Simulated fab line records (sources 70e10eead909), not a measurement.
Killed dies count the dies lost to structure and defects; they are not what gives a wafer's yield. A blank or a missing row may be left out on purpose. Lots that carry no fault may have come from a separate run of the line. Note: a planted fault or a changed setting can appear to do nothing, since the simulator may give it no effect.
Matching of chambers + flow nand-harc + NHARC_A_CHANNEL_HOLE_D1_DESCUM_15 on rie-diel-12: 4 sister chambers
The step chemistry O2, time 3 s. 8 wafers are shown with their chamber, then 8 later ones without.

EACH WAFER AND ITS CHAMBER
| wafer  | chamber | drypump-motor-current-A (A) | oes-product-au (a.u.) |
|--------|---------|-----------------------------|-----------------------|
| L403.1 | 0       | 5.46                        | 1.006                 |
| L403.6 | 2       | 5.65                        | 1.005                 |
| L404.1 | 2       | 5.68                        | 1.004                 |
| L404.2 | 1       | 5.71                        | 1.004                 |
| L406.2 | 1       | 5.70                        | 1.009                 |
| L406.4 | 3       | 5.86                        | 0.999                 |
| L406.5 | 3       | 5.87                        | 1.011                 |
| L409.1 | 0       | 5.44                        | 1.011                 |

WAFERS MISSING THEIR CHAMBER
| wafer  | drypump-motor-current-A (A) | oes-product-au (a.u.) |
|--------|-----------------------------|-----------------------|
| L409.2 | 5.74                        | 1.004                 |
| L409.3 | 5.66                        | 1.008                 |
| L416.1 | 5.67                        | 1.006                 |
| L416.2 | 5.68                        | 1.013                 |
| L416.4 | 5.82                        | 1.005                 |
| L417.2 | 5.86                        | 1.005                 |
| L417.4 | 5.67                        | 1.011                 |
| L417.6 | 5.43                        | 1.000                 |

WHICH CHAMBER EACH WENT THROUGH
| wafer  | from the rows above     | in truth |
|--------|-------------------------|----------|
| L409.2 | 1                       | 1        |
| L409.3 | 2                       | 2        |
| L416.1 | 2                       | 2        |
| L416.2 | can't be placed: 2 or 1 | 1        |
| L416.4 | 3                       | 3        |
| L417.2 | 3                       | 3        |
| L417.4 | can't be placed: 2 or 1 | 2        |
| L417.6 | 0                       | 0        |
6 of 8 placed correctly. From these rows, 2 cannot be placed; in 2 the true chamber is one of the candidates. 0 placed wrongly.
How it was worked out, from the rows above alone: a wafer's distance from a chamber is the root of the sum, over the readings, of the square of ((its reading less the chamber's mean) divided by the reading's scatter). The wafer belongs to the nearest chamber; if the next one is less than 2 further off, it can't be placed. A chamber's mean is the mean of its shown wafers. The scatter: take each reading less its chamber's mean, square it, sum over the shown wafers, divide by the number of wafers less the number of chambers, and take the root.
